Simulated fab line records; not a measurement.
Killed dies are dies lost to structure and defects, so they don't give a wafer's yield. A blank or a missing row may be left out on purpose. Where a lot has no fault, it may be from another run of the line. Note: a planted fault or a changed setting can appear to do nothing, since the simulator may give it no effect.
fab line records | flow nandHarc | part 2 of 2: steps 19 to 24 of 24
record lots=5 wafers=15 lastDay=24
route steps=1159 shown A_STAIRCASE@531
lots untouched by any fault: they come from a run of this same line in which no faults occurred
startH: hours from the record's opening day to when the first of the lot's shown wafers began | waitH: hours elapsed since this lot's preceding step | " identical to the entry in the row above | L1.1+2: several wafers, shown together as one row | - no value, or no start given | * or withheld: withheld | < > ~ a bound
route shown NAME@n: names a module that has steps shown in the file, with the first one's number in the route | usual: average and standard deviation across the fault-free wafers | same: alike in all rows | chamber/n: place in a boat | sites: the reading at each site | _std_site: how widely they spread, as a standard deviation | _edge_site: outer sites' mean less inner sites' | radiusMm: how far each site lies from the wafer's centre | mask NAME#n: copy n | behind: the tool/chamber that last shaped the wafer | hold: the reason the lot was held/the length of the hold in hours/how it ended | device: the transistor (n, p or np) that didn't switch | end of line: the same wafers' tests at the end of the route | a step with no rows: only its recipe | killed: not the wafer's yield, but the dies lost to structure and defects at the first sort | map: a wafer's dies, marking killed ones x, the rest . and places with no die _
set.NAME: the setting as run; set.NAME@STEP: as run at that earlier step | model.NAME: the simulator's own value behind a step, which no gauge read
lots at selected steps of the route; one table per step, one row per wafer
services: a tool's chamber out of use, with start hour (startH, from the record's first day; less than 0 if before it), hours out, and reason
## steps
# step NHARC_A_STAIRCASE_TRIM_14
# recipe timeS=211.2 o2FlowSccm=500 arFlowSccm=0 biasW=0 chemistry=O2
# usual drypumpMotorCurrentA=5.7/0.48 mfcArSccm=0.0008/0.0017 oesProductAu=1.001/0.0083 rfVppV=58.1/0.84 showerheadPlenumPTorr=3.59/0.14 throttleValvePct=17.038/0.0099
# same timeS=211.2
# columns lot.wafer tool chamber startH waitH drypumpMotorCurrentA mfcArSccm oesProductAu rfHoursCounterH rfVppV showerheadPlenumPTorr throttleValvePct
L076.2 rieDiel-07 2 - - 4.9 0 0.998 5 58.0 3.53 17.030
L076.3 " 0 " " 5.3 0 1.004 4 57.8 3.47 17.040
L076.1 " 1 " " 6.0 0 1.011 5 57.8 3.33 17.039
L075.1 rieDiel-07 2 - - 4.8 0 1.014 6 59.3 3.53 17.039
L075.6 " 0 " " 5.3 0 1.007 - 57.5 3.47 17.018
L075.5 " 1 " " 6.1 0 1.006 - 57.7 3.33 17.045
L082.2 rieDiel-04 0 - - 6.3 0 0.982 60 59.2 3.65 17.044
L082.1 " 3 " " 5.9 0 0.989 48 58.7 3.59 17.049
L082.4 " 2 " " 6.0 0 0.987 - 57.9 3.52 17.019
L092.3 rieDiel-07 3 - - 5.7 0 1.002 37 59.8 3.79 17.035
L092.4 " 0 " " 5.3 0 1.002 37 58.2 3.45 17.038
L092.6 " 2 " " 4.8 0 1.004 - 56.7 3.51 17.030
L097.2 rieDiel-05 2 - - 6.3 0.0018 1.014 5 57.1 3.77 17.046
L097.4 " 3 " " 5.0 0.0009 0.999 5 57.5 3.64 17.031
L097.1 " 0 " " 5.3 0 0.998 7 58.3 3.73 17.034
# step NHARC_A_STAIRCASE_ETCH_15
# recipe targetDepthA=1000 timeS=40.5 ionEnergyEv=400 c4f8FlowSccm=20 o2FlowSccm=10 arFlowSccm=withheld rfW=600 biasW=1000 chemistry=C4F8/O2
# usual oesProductAu=0.941/0.011 rfVppV=898/5.5
# same timeS=40.5
# columns lot.wafer tool chamber startH waitH oesProductAu rfHoursCounterH rfVppV
L076.1 rieDiel-07 0 - - 0.956 4 893
L076.2 " 1 " " 0.943 6 887
L076.3 " 2 " " 0.932 5 897
L075.1 rieDiel-07 2 - - 0.955 6 896
L075.5 " 2 " " 0.953 - 895
L075.6 " 3 " " 0.953 - 904
L082.1 rieDiel-04 2 - - 0.929 65 895
L082.2 " 0 " " 0.936 61 900
L082.4 " 2 " " 0.936 - 895
L092.3 rieDiel-07 3 - - 0.956 37 905
L092.4 " 1 " " 0.952 33 889
L092.6 " 0 " " 0.953 - 893
L097.4 rieDiel-05 2 - - 0.939 6 904
L097.1 " 3 " " 0.930 7 900
L097.2 " 0 " " 0.938 9 902
# step NHARC_A_STAIRCASE_TRIM_16
# recipe timeS=211.2 o2FlowSccm=500 arFlowSccm=0 biasW=0 chemistry=O2
# usual drypumpMotorCurrentA=5.7/0.48 mfcArSccm=0.0008/0.0017 oesProductAu=1.002/0.0081 rfVppV=57.9/0.89 showerheadPlenumPTorr=3.58/0.15 throttleValvePct=17.036/0.0091
# same timeS=211.2
# columns lot.wafer tool chamber startH waitH drypumpMotorCurrentA mfcArSccm oesProductAu rfHoursCounterH rfVppV showerheadPlenumPTorr throttleValvePct
L076.2 rieDiel-07 3 - - 5.6 0 1.002 4 58.2 3.81 17.037
L076.3 " 0 " " 5.3 0 1.004 4 57.4 3.47 17.032
L076.1 " 1 " " 6.0 0 0.997 6 57.3 3.33 17.040
L075.1 rieDiel-07 2 - - 4.9 0 0.994 6 57.8 3.53 17.036
L075.6 " 0 " " 5.3 0 0.986 - 58.1 3.47 17.031
L075.5 " 1 " " 6.1 0 0.995 - 56.1 3.33 17.027
L082.2 rieDiel-04 3 - - 5.9 0 0.993 49 56.7 3.59 17.043
L082.1 " 2 " " 5.9 0 0.998 65 57.3 3.52 17.046
L082.4 " 3 " " 5.9 0 1.006 - 58.1 3.59 17.047
L092.3 rieDiel-07 1 - - 6.1 0 0.998 33 58.1 3.32 17.033
L092.4 " 3 " " 5.7 0 1.003 37 59.0 3.79 17.042
L092.6 " 2 " " 4.9 0 1.001 - 58.6 3.51 17.046
L097.2 rieDiel-05 3 - - 5.0 0.0009 1.001 7 58.4 3.64 17.040
L097.1 " 0 " " 5.3 0 0.998 9 58.6 3.73 17.030
L097.4 " 1 " " 6.1 0.0061 1.009 8 58.2 3.53 17.048
# step NHARC_A_STAIRCASE_ETCH_17
# recipe targetDepthA=1000 timeS=40.5 ionEnergyEv=400 c4f8FlowSccm=20 o2FlowSccm=10 arFlowSccm=withheld rfW=600 biasW=1000 chemistry=C4F8/O2
# usual oesProductAu=0.943/0.011 rfVppV=898/5.3
# same timeS=40.5
# columns lot.wafer tool chamber startH waitH oesProductAu rfHoursCounterH rfVppV
L076.3 rieDiel-07 3 - - 0.951 4 906
L076.2 " 1 " " 0.946 6 888
L076.1 " 2 " " 0.931 5 897
L075.1 rieDiel-07 2 - - 0.946 6 895
L075.5 " 3 " " 0.955 - 908
L075.6 " 0 " " 0.938 - 894
L082.1 rieDiel-04 3 - - 0.931 49 898
L082.4 " 0 " " 0.928 61 900
L082.2 " 1 " " 0.984 61 887
L092.4 rieDiel-07 3 - - 0.949 37 905
L092.3 " 0 " " 0.952 37 894
L092.6 " 2 " " 0.942 - 898
L097.1 rieDiel-05 2 - - 0.948 6 905
L097.2 " 3 " " 0.938 7 901
L097.4 " 0 " " 0.942 9 903
# step NHARC_A_STAIRCASE_TRIM_18
# recipe timeS=211.2 o2FlowSccm=500 arFlowSccm=0 biasW=0 chemistry=O2
# usual drypumpMotorCurrentA=5.7/0.48 mfcArSccm=0.0008/0.0017 oesProductAu=1.002/0.0083 rfVppV=57.9/0.83 showerheadPlenumPTorr=3.59/0.15 throttleValvePct=17.038/0.0087
# same timeS=211.2
# columns lot.wafer tool chamber startH waitH drypumpMotorCurrentA mfcArSccm oesProductAu rfHoursCounterH rfVppV showerheadPlenumPTorr throttleValvePct
L076.3 rieDiel-07 3 - - 5.7 0 0.997 4 58.5 3.81 17.034
L076.1 " 0 " " 5.3 0 0.992 5 58.4 3.47 17.039
L076.2 " 2 " " 4.9 0 0.995 6 58.6 3.53 17.042
L075.1 rieDiel-07 0 - - 5.3 0 1.003 5 59.0 3.47 17.051
L075.6 " 3 " " 5.7 0 1.008 - 58.0 3.81 17.035
L075.5 " 0 " " 5.3 0 1.008 - 57.3 3.47 17.034
L082.4 rieDiel-04 1 - - 5.8 0 0.993 61 60.3 3.33 17.027
L082.2 " 2 " " 6.0 0 0.995 65 58.2 3.52 17.026
L082.1 " 3 " " 5.9 0 0.997 49 57.0 3.59 17.034
L092.4 rieDiel-07 3 - - 5.7 0 0.996 37 57.5 3.79 17.037
L092.3 " 1 " " 6.1 0 1.005 33 58.3 3.31 17.029
L092.6 " 3 " " 5.7 0 1.024 - 59.8 3.79 17.041
L097.1 rieDiel-05 0 - - 5.3 0 0.994 9 58.2 3.73 17.045
L097.4 " 2 " " 6.3 0.0018 1.004 6 57.6 3.77 17.031
L097.2 " 3 " " 5.0 0.0009 1.002 7 57.5 3.64 17.034
# step NHARC_A_STAIRCASE_ETCH_19
# recipe targetDepthA=1000 timeS=40.5 ionEnergyEv=400 c4f8FlowSccm=20 o2FlowSccm=10 arFlowSccm=withheld rfW=600 biasW=1000 chemistry=C4F8/O2
# usual oesProductAu=0.942/0.011 rfVppV=898/5.4
# same timeS=40.5
# columns lot.wafer tool chamber startH waitH oesProductAu rfHoursCounterH rfVppV
L076.1 rieDiel-07 2 - - 0.931 6 895
L076.2 " 3 " " 0.939 5 905
L076.3 " 1 " " 0.949 6 889
L075.1 rieDiel-07 3 - - 0.950 5 905
L075.6 " 0 " " 0.942 - 895
L075.5 " 1 " " 0.944 - 889
L082.2 rieDiel-04 0 - - 0.949 61 902
L082.4 " 1 " " 0.953 61 889
L082.1 " 3 " " 0.945 49 898
L092.3 rieDiel-07 1 - - 0.939 33 890
L092.4 " 3 " " 0.940 37 905
L092.6 " 2 " " 0.937 - 895
L097.1 rieDiel-05 2 - - 0.957 6 904
L097.2 " 3 " " 0.939 7 900
L097.4 " 1 " " 0.945 8 897
## services
# columns tool chamber startH hours kind
rieDiel-07 - 228.70 9.0 pm
rieDiel-07 0 228.70 9.0 ventCycle
rieDiel-07 1 228.70 9.0 ventCycle
rieDiel-05 0 250.14 1.2 repair
rieDiel-07 3 259.11 11.9 repair
rieDiel-07 0 266.82 8.3 repair
rieDiel-04 1 269.64 10.0 repair
plasmaAsher-01 - 276.46 9.0 pm
rieDiel-07 1 284.16 23.1 repair
krfScanner-04 - 285.84 9.9 repair
wetBench-09 - 288.80 8.0 pm
rieDiel-04 - 288.90 9.0 pm
krfScanner-02 - 291.74 4.0 pm
krfScanner-04 - 298.00 4.0 pm
krfScanner-04 - 306.58 0.2 repair
krfScanner-02 - 326.85 3.4 repair
krfScanner-02 - 332.10 0.9 repair
wetBench-04 - 339.21 8.0 pm
krfScanner-03 - 340.00 4.0 pm
lithoTrack-02 - 340.00 7.0 pm
rieDiel-05 - 340.63 9.0 pm
plasmaAsher-02 - 360.06 9.0 pm
krfScanner-02 - 362.45 0.4 repair
lithoTrack-07 - 364.00 7.0 pm
